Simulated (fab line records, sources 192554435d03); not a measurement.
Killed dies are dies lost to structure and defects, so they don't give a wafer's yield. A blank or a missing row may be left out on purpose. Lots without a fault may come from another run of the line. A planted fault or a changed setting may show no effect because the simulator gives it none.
fab line records | flow n5_finfet
record lots=7 wafers=19 last_day=17
route steps=1938 shown HKMG_FIN@416 PASSIVATION@1936
lots that met no fault: from a run of the same line without faults
start_h: hours from the record's first day to the start of the lot's first wafer shown | wait_h: hours since the lot's step before | " the same as in the row above | L1.1+2: a row that stands for several wafers | - no value, or no start given | * or withheld: withheld | < > ~ a bound
route shown NAME@n: a module of which the file shows steps, and the number in the route of the first | usual: mean/standard deviation of fault-free wafers | same: alike in all rows | chamber/n: place in a boat | sites: the reading at each site | _std_site: their standard deviation | _edge_site: outer sites' mean less inner sites' | radius_mm: how far each site lies from the wafer's centre | mask NAME#n: copy n | behind: the tool/chamber that last shaped the wafer | hold: why the lot was held/for how many hours/how that ended | device: the transistor (n, p or np) that didn't switch | end of line: the same wafers' tests at the end of the route | a step without rows: its recipe alone | killed: dies lost to structure and defects at the first sort, not the wafer's yield | map: a wafer's dies, x killed, . not, _ none there
set.NAME: the setting as run; set.NAME@STEP: as run at that earlier step | model.NAME: the simulator's own value behind a step, which no gauge read
lots at some steps of the route; a table a step, a row a wafer
services: from which hour (start_h, from the record's first day; less than 0 if before it) a tool's chamber was out of use, for how many hours, and why
## steps
# step N5_HKMG_FIN_WET_ETCH_65
# recipe chemistry=TMAH temp_c=70 conc_wt_pct=5 target=a-Si stop_on=TiN time_s=49 target_depth_nm=3
# step N5_HKMG_FIN_WET_ETCH_81
# recipe chemistry=SC1 target=TiN stop_on=HfO2 mix=1:1:5 temp_c=60 time_s=57 target_depth_nm=6
# step N5_HKMG_FIN_WET_ETCH_82
# recipe chemistry=dHCl mix=1:10000 temp_c=25 target=La2O3 stop_on=HfO2 target_depth_nm=2 dry=ipa_marangoni rinse_time_s=30 rinse_temp_c=23
# step N5_HKMG_FIN_ALD_36
# recipe material=TiN target_thk_a=10 temp_c=400 ald_precursor_family=TiCl4 ald_co_reactant=NH3 pulse_time_s=1 purge_time_s=3 co_reactant_purge_time_s=2 co_reactant_pulse_time_s=2 ald_cycles=47 pressure_torr=3
# usual heater_power_w=880/52 precursor_pulse_height_rel=1.002/0.021
# columns lot.wafer tool chamber start_h wait_h heater_power_w precursor_pulse_height_rel
L190.3 ald_metal-01 1 122.45 0.0 864 0.997
L190.4 " 0 " " 889 0.958
L190.5 " 1 " " 900 0.989
L192.2 ald_metal-03 0 138.27 0.0 1003 1.022
L192.3 " 2 " " 917 0.977
L192.4 " 3 " " 929 1.001
L195.1 ald_metal-01 1 154.08 0.0 883 1.003
L195.3 " 0 " " 888 1.033
L195.4 " 2 " " 834 1.033
L196.3 ald_metal-01 1 157.48 0.0 899 1.000
L196.4 " 2 " " 843 0.982
L196.5 " 0 " " 901 1.009
L198.2 ald_metal-02 3 172.18 0.0 890 1.011
L198.5 " 3 " " 876 1.012
L203.5 ald_metal-01 0 201.44 0.2 902 1.017
L203.6 " 1 " " 903 1.003
L205.1 ald_metal-02 0 213.73 0.0 819 1.059
L205.4 " 1 " " 827 1.015
L205.5 " 3 " " 857 0.983
# step N5_HKMG_FIN_THK_MEAS_70
# recipe thk_meas_gauge=xrf reads=HfO2_of_HKMG_FIN_HK_ALD_01
# usual HK_THK=1.612/0.021
# columns lot.wafer tool chamber start_h wait_h HK_THK[nm]
L190.3 film_metro-02 - 122.73 0.2 1.617
L190.4 " - " " 1.605
L190.5 " - " " 1.649
L192.2 film_metro-02 - 138.55 0.2 1.623
L192.3 " - " " 1.628
L192.4 " - " " 1.616
L195.1 film_metro-01 - 154.36 0.2 1.610
L195.3 " - " " 1.638
L195.4 " - " " 1.605
L196.3 film_metro-02 - 157.76 0.2 1.604
L196.4 " - " " 1.573
L196.5 " - " " 1.570
L198.2 film_metro-02 - 172.46 0.2 1.615
L198.5 " - " " 1.602
L203.5 film_metro-02 - 201.60 0.0 1.598
L203.6 " - " " 1.651
L205.1 film_metro-01 - 214.01 0.2 1.603
L205.4 " - " " 1.596
L205.5 " - " " 1.590
# step N5_HKMG_FIN_PWFM_ALD_03
# recipe material=TiN target_thk_a=20 temp_c=400 ald_precursor_family=TiCl4 ald_co_reactant=NH3 pulse_time_s=1 purge_time_s=3 co_reactant_purge_time_s=2 co_reactant_pulse_time_s=2 ald_cycles=91 pressure_torr=3
# usual heater_power_w=879/62 precursor_pulse_height_rel=1.001/0.019
# columns lot.wafer tool chamber start_h wait_h heater_power_w precursor_pulse_height_rel
L190.3 ald_metal-03 3 122.77 0.0 945 1.020
L190.4 " 1 " " 796 1.041
L190.5 " 1 " " 812 1.004
L192.2 ald_metal-02 3 138.59 0.0 880 1.018
L192.3 " 1 " " 863 1.004
L192.4 " 0 " " 831 0.998
L195.1 ald_metal-03 3 154.40 0.0 989 0.973
L195.3 " 2 " " 930 1.001
L195.4 " 0 " " 1003 1.002
L196.3 ald_metal-03 3 157.80 0.0 979 0.981
L196.4 " 0 " " 1028 0.973
L196.5 " 1 " " 823 1.017
L198.2 ald_metal-01 3 172.50 0.0 890 1.039
L198.5 " 3 " " 907 0.989
L203.5 ald_metal-02 2 201.86 0.3 806 0.995
L203.6 " 3 " " 884 1.004
L205.1 ald_metal-01 2 214.05 0.0 835 1.011
L205.4 " 0 " " 914 0.997
L205.5 " 1 " " 887 0.973
# step N5_HKMG_FIN_COAT_29
# recipe resist=SOC temp_c=250 time_s=60 spin_rpm=1500 resist_thk_nm=300
# step N5_HKMG_FIN_COAT_30
# recipe resist=SiARC temp_c=220 time_s=60 spin_rpm=1500 resist_thk_nm=35
# step N5_HKMG_FIN_COAT_06
# recipe resist=CAR-ArF spin_rpm=1500 resist_thk_nm=90
# step N5_HKMG_FIN_EBR_08
# recipe solvent=PGMEA ebr_width_mm=1.5
# step N5_HKMG_FIN_SOFTBAKE_07
# recipe temp_c=110 time_s=60 resist=CAR-ArF
# step N5_HKMG_FIN_EXPOSE_09
# recipe mask_id=NWFM na=1.35 source_shape=conventional sigma_outer=0.8 polarization=unpolarized dose_mj=39.25
# step N5_HKMG_FIN_PEB_10
# recipe peb_temp_c=withheld peb_time_s=60 resist=CAR-ArF
# usual chill_plate_temp_C=22.99/0.11
# columns lot.wafer tool chamber start_h wait_h chill_plate_temp_C
L190.3 litho_track-05 0 123.54 0.0 22.77
L190.4 " 0 " " 22.98
L190.5 " 0 " " 23.00
L192.2 litho_track-01 0 139.36 0.0 22.93
L192.3 " 0 " " 22.99
L192.4 " 0 " " 22.95
L195.1 litho_track-04 0 155.05 0.1 23.02
L195.3 " 0 " " 23.00
L195.4 " 0 " " 22.93
L196.3 litho_track-04 0 158.57 0.0 23.18
L196.4 " 0 " " 23.04
L196.5 " 0 " " 23.07
L198.2 litho_track-04 0 173.27 0.0 23.01
L198.5 " 0 " " 23.02
L203.5 litho_track-04 0 202.41 0.0 22.97
L203.6 " 0 " " 23.17
L205.1 litho_track-05 0 214.82 0.1 22.83
L205.4 " 0 " " 22.82
L205.5 " 0 " " 22.97
# step N5_HKMG_FIN_DEVELOP_11
# recipe develop_time_s=30 developer=TMAH resist=CAR-ArF dev_temp_c=23 rinse_liquid=diw dry=air_spin
# step N5_HKMG_FIN_CD_MEAS_12
# recipe target_cd_nm=92.8 landing_energy_ev=500 detector=se_inlens
# usual cd_nm=92.8/0.64
# columns lot.wafer tool chamber start_h wait_h cd_nm
L190.3 cd_sem-03 0 123.61 - 92.9
L190.4 " 0 " " 93.8
L190.5 " 0 " " 92.3
L192.2 cd_sem-03 0 139.43 - 92.3
L192.3 " 0 " " 92.9
L192.4 " 0 " " 92.9
L195.1 cd_sem-03 0 155.11 - 92.5
L195.3 " 0 " " 92.9
L195.4 " 0 " " 92.6
L196.3 cd_sem-02 0 158.64 - 93.2
L196.4 " 0 " " 92.8
L196.5 " 0 " " 86.5
L198.2 cd_sem-01 0 173.34 - 85.2
L198.5 " 0 " " 85.5
L203.5 cd_sem-03 0 202.48 - 85.1
L203.6 " 0 " " 91.8
L205.1 cd_sem-03 0 214.88 - 92.5
L205.4 " 0 " " 92.6
L205.5 " 0 " " 92.8
# step N5_HKMG_FIN_OVL_MEAS_13
# recipe points_per_wafer=44
# usual NWFM_OVL=0.1/0.97
# columns lot.wafer tool chamber start_h wait_h NWFM_OVL[nm]
L190.3 overlay-01 0 123.63 0.0 -1.2
L190.4 " 0 " " -0.1
L190.5 " 0 " " -0.3
L192.2 overlay-02 0 139.46 0.0 -0.5
L192.3 " 0 " " 0.7
L192.4 " 0 " " -1.4
L195.1 overlay-01 0 155.14 0.0 0.6
L195.3 " 0 " " -0.3
L195.4 " 0 " " 1.7
L196.3 overlay-02 0 158.67 0.0 0.6
L196.4 " 0 " " -0.1
L196.5 " 0 " " -0.7
L198.2 overlay-02 0 173.37 0.0 -0.3
L198.5 " 0 " " -1.5
L203.5 overlay-02 0 202.50 0.0 0.7
L203.6 " 0 " " -0.4
L205.1 overlay-01 0 214.91 0.0 -1.5
L205.4 " 0 " " 0.2
L205.5 " 0 " " -1.3
# step N5_PASSIVATION_PROBE_49
# usual killed_at_M0_to_M3=32/9.7 killed_at_M4_up=14/5.3 killed_at_contacts=11/6 killed_at_front_end=39/14 killed_at_other=3.3/2.7 killed_dies=100/17 killed_on_rim=14/4 killed_open=66/13 killed_short=32/7.4
# same gross_dies=1180 killed_at_back_side=0
# columns lot.wafer tool chamber start_h wait_h killed_at_M0_to_M3 killed_at_M4_up killed_at_contacts killed_at_front_end killed_at_other killed_dies killed_on_rim killed_open killed_short
L190.3 prober-02 - 311.43 0.1 26 17 11 50 1 105 16 64 35
L190.4 prober-02 - 311.48 0.2 25 7 10 45 3 90 14 55 33
L190.5 prober-02 - 311.53 0.2 21 11 12 61 0 105 17 73 31
L195.1 prober-01 - 337.39 0.0 20 14 16 37 2 89 18 55 34
L195.3 prober-01 - 337.49 0.1 32 14 8 37 4 95 14 67 28
L195.4 prober-01 - 337.54 0.2 24 18 4 49 4 99 20 66 32
L196.3 prober-01 - 342.84 0.1 22 12 15 40 3 92 13 46 46
L196.5 prober-01 - 342.94 0.2 28 9 25 36 5 103 8 73 29
L198.2 prober-02 - 367.90 0.1 39 9 28 57 6 139 12 96 36
L203.5 prober-02 - 392.48 0.2 40 21 8 56 1 126 19 80 36
# killed by level:class
L190.3 MOL_CONTACT_COAG:geometric_particle:open=8 STI_FIN_REVEAL:geometric_particle:open=7 FIN_SAQP:geometric_particle:short=6 FIN_SAQP:geometric_particle:open=6 DUMMY_GATE:geometric_particle:open=6 GATE_CUT:geometric_particle:short=6 BEOL_M0_SAQP:geometric_particle:short=6 BEOL_M4:geometric_particle:open=6
L190.4 FIN_SAQP:geometric_particle:short=16 STI_FIN_REVEAL:geometric_particle:open=10 MOL_CONTACT_COAG:geometric_particle:open=9 FIN_SAQP:geometric_particle:open=7 BEOL_M0_SAQP:geometric_particle:open=5 BEOL_M1:geometric_particle:open=5 BEOL_M0_SAQP:geometric_particle:short=4 BEOL_M2:geometric_particle:open=4
L190.5 FIN_SAQP:geometric_particle:open=19 FIN_SAQP:geometric_particle:short=13 STI_FIN_REVEAL:geometric_particle:open=13 MOL_CONTACT_COAG:geometric_particle:open=10 STARTING-WAFER:geometric_particle:open=4 DUMMY_GATE:geometric_particle:open=4 BEOL_M0_SAQP:geometric_particle:short=4 BEOL_M1:geometric_particle:open=4
L195.1 MOL_CONTACT_COAG:geometric_particle:open=14 GATE_CUT:geometric_particle:short=9 FIN_SAQP:geometric_particle:short=7 STI_FIN_REVEAL:geometric_particle:open=7 BEOL_M0_SAQP:geometric_particle:open=7 FIN_SAQP:geometric_particle:open=4 BEOL_M4:geometric_particle:open=4 BEOL_M2:geometric_particle:open=4
L195.3 BEOL_M0_SAQP:geometric_particle:open=13 STI_FIN_REVEAL:geometric_particle:open=10 FIN_SAQP:geometric_particle:short=9 MOL_CONTACT_COAG:geometric_particle:open=7 BEOL_M3:geometric_particle:open=6 FIN_SAQP:geometric_particle:open=5 BEOL_M0_SAQP:geometric_particle:short=5 GATE_CUT:geometric_particle:short=4
L195.4 FIN_SAQP:geometric_particle:short=16 FIN_SAQP:geometric_particle:open=16 STI_FIN_REVEAL:geometric_particle:open=9 BEOL_M4:geometric_particle:open=9 BEOL_M0_SAQP:geometric_particle:open=7 BEOL_M0_SAQP:geometric_particle:short=6 BEOL_M3:geometric_particle:open=5 MOL_CONTACT_COAG:geometric_particle:open=4
L196.3 FIN_SAQP:geometric_particle:short=12 GATE_CUT:geometric_particle:short=11 MOL_CONTACT_COAG:geometric_particle:open=9 BEOL_M2:geometric_particle:open=6 MOL_CONTACT_COAG:geometric_particle:short=6 BEOL_M2:geometric_particle:short=4 BEOL_M3:geometric_particle:open=4 BEOL_M8:geometric_particle:open=4
L196.5 MOL_CONTACT_COAG:geometric_particle:open=21 BEOL_M2:geometric_particle:open=12 FIN_SAQP:geometric_particle:open=8 BEOL_M0_SAQP:geometric_particle:short=6 BEOL_M4:geometric_particle:open=4 FIN_SAQP:geometric_particle:short=4 MOL_CONTACT_COAG:geometric_particle:short=4 BEOL_M1:geometric_particle:open=4
L198.2 MOL_CONTACT_COAG:geometric_particle:open=24 FIN_SAQP:geometric_particle:open=17 STI_FIN_REVEAL:geometric_particle:open=10 BEOL_M3:geometric_particle:open=9 BEOL_M0_SAQP:geometric_particle:short=7 BEOL_M0_SAQP:geometric_particle:open=6 BEOL_M2:geometric_particle:open=6 HKMG_FIN:area_etch=6
L203.5 FIN_SAQP:geometric_particle:short=10 FIN_SAQP:geometric_particle:open=10 BEOL_M0_SAQP:geometric_particle:open=10 BEOL_M3:geometric_particle:open=10 HKMG_FIN:area_etch=9 BEOL_M1:geometric_particle:open=7 MOL_CONTACT_COAG:geometric_particle:open=6 BEOL_M4:geometric_particle:open=5
## services
# columns tool chamber start_h hours kind
ald_metal-03 0 141.07 13.3 repair
ald_metal-03 2 157.12 6.8 repair
litho_track-01 - 161.72 - consumable_replace:filter
litho_track-01 - 175.14 - consumable_replace:filter
ald_metal-03 1 177.29 10.4 repair
## key
first_sign step=N5_HKMG_FIN_CD_MEAS_12 reading=cd_nm direction=down sigmas=11 usual=92.8 struck=85.6
effect none on later readings
met_at N5_HKMG_FIN_PEB_10
struck_wafers L196.5,L198.2,L198.5,L203.5
tester_left_out L196,L198,L203
onset_between 155.05 158.57
fault kind=process_parameter_drift tool=litho_track-04 chamber=- onset_h=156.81 steps=N5_HKMG_FIN_PEB_10 channel=peb_time_s offset=* shape=step end_h=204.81 scope=struck_wafers_only acts_in=* stated=*
# tester_left_out: of these lots the tester's yield and bins aren't shown, on N5 and GAA mostly nor the transistor test; their killed dies are dies lost to structure and defects alone, not to doping, threshold or leakage, so they don't give the yield
